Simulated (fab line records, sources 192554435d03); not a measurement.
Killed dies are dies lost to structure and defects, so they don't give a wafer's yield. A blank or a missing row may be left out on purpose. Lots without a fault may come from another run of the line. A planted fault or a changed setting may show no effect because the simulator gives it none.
A struck lot beside a sound one | flow n5_finfet | 15 steps out of a route of 1938
Sound: wafers L562.1, L562.4, L562.6. Struck: wafers L569.2, L569.4, L569.5. The cause comes at the end.
At each step with rows: each side's tool, then ch and its chambers, then its first start. Under that, the readings that differ: sound wafers | struck wafers | difference of the means | sigmas: that difference in standard deviations of wafers without a fault.
alike: readings whose means differ by less than 2 such deviations, and words and numbers that are the same on both sides. not compared: withheld readings, readings that some wafer has no value for, bounds like >300 that may hide the same value, and numbers for which the record gives no deviation and whose values overlap.
The two part at a step that has a row with sigmas, a row that says differs or no value, or rows on one side only. Numbers that don't overlap but have no deviation are shown without sigmas and don't part them. A reading that every wafer of one side lacks parts them only if that side has two wafers or more.

first, 5 steps without rows for these wafers: N5_PMOS_HMC_CHANNEL_EPI_EBR_05; N5_PMOS_HMC_CHANNEL_EPI_SOFTBAKE_04 (time 60 s); N5_PMOS_HMC_CHANNEL_EPI_EXPOSE_06 (exposes mask PMOS HMC BLK, target cd 240 nm); N5_PMOS_HMC_CHANNEL_EPI_PEB_07 (peb time 60 s); N5_PMOS_HMC_CHANNEL_EPI_DEVELOP_08 (develop time 30 s).
N5_PMOS_HMC_CHANNEL_EPI_CD_MEAS_09: target cd 237.4 nm.
  sound on cd_sem-01 ch 0, day 1 17:17; struck on cd_sem-02 ch 0, day 3 11:05
  alike: cd_nm
N5_PMOS_HMC_CHANNEL_EPI_OVL_MEAS_10:
  sound on overlay-02 ch 0, day 1 17:19; struck on overlay-02 ch 0, day 3 11:07
  alike: PMOS_HMC_BLK_OVL
N5_PMOS_HMC_CHANNEL_EPI_INSPECT_11: inspects for defects (macro).
  sound on defect_inspect-01, day 1 17:20; struck on defect_inspect-01, day 3 11:08
  alike: raw_defect_count
N5_PMOS_HMC_CHANNEL_EPI_DESCUM_14: chemistry O2, time 7.9 s.
  sound on rie_diel-05 ch 2,3, day 1 17:22; struck on rie_diel-04 ch 0,3, day 3 11:10
  alike: drypump_motor_current_A, oes_product_au, rf_vpp_V, showerhead_plenum_p_Torr, temp_c, throttle_valve_pct
  not compared: rf_hours_counter_h
N5_PMOS_HMC_CHANNEL_EPI_ETCH_32: etches BARC in N2/H2, stops on SiO2, target depth 85.8 nm, time 50.3 s.
  sound on rie_diel-05 ch 2,3, day 1 17:25; struck on rie_diel-04 ch 0,3, day 3 11:13
  alike: drypump_motor_current_A, oes_product_au, rf_vpp_V, showerhead_plenum_p_Torr, throttle_valve_pct
  not compared: rf_hours_counter_h
N5_PMOS_HMC_CHANNEL_EPI_HM_OPEN_15: chemistry CHF3/O2, target SiO2, target depth 40.6 nm, time 20.3 s.
  sound on rie_diel-05 ch 2,3, day 1 17:27; struck on rie_diel-04 ch 0,3, day 3 11:15
  alike: O2_flow_sccm, drypump_motor_current_A, oes_product_au, rf_vpp_V, showerhead_plenum_p_Torr, throttle_valve_pct
  not compared: rf_hours_counter_h
N5_PMOS_HMC_CHANNEL_EPI_STRIP_33: strips in N2/H2.
  sound on rie_diel-05 ch 2,3, day 1 17:31; struck on rie_diel-04 ch 0,3, day 3 11:19
  alike: bias_power_w, chamber_pressure_mTorr, drypump_motor_current_A, oes_product_au, rf_vpp_V, showerhead_plenum_p_Torr, temp_c, throttle_valve_pct
  not compared: rf_hours_counter_h
N5_PMOS_HMC_CHANNEL_EPI_STRIP_17: strips in SPM, time 750 s.
  sound on wet_bench-04 ch 0,4,5, day 1 17:34; struck on wet_bench-04 ch 0,1,6, day 3 11:22
  no value came back on the struck wafers for bath_guard_temp_C (C), bath_heat_duty_pct (%), temp_c (C); on the sound wafers bath_guard_temp_C (C) reads 130.2 131.2 130.5
N5_PMOS_HMC_CHANNEL_EPI_ETCH_38: etches SiO2 in CF4, target depth 1.5 nm.
  sound on rie_si-03 ch 1,2,3, day 1 17:49; struck on rie_si-03 ch 0,1,2, day 3 11:37
  alike: drypump_motor_current_A, oes_product_au, throttle_valve_pct
  not compared: rf_hours_counter_h
-- the record jumps here: 11 days lie between the struck wafers' starts before and after (it left off in module PMOS_HMC_CHANNEL_EPI and takes up again in module PASSIVATION, whose first step shown is number 1936 of the route) --
N5_PASSIVATION_PROBE_49:
  the record has rows for the struck wafers here (prober-02, day 14 09:44) and none for the sound ones

WHERE THEY PART
First at N5_PMOS_HMC_CHANNEL_EPI_STRIP_17; last, within this record, at N5_PASSIVATION_PROBE_49.

WHY: what the simulator had put in
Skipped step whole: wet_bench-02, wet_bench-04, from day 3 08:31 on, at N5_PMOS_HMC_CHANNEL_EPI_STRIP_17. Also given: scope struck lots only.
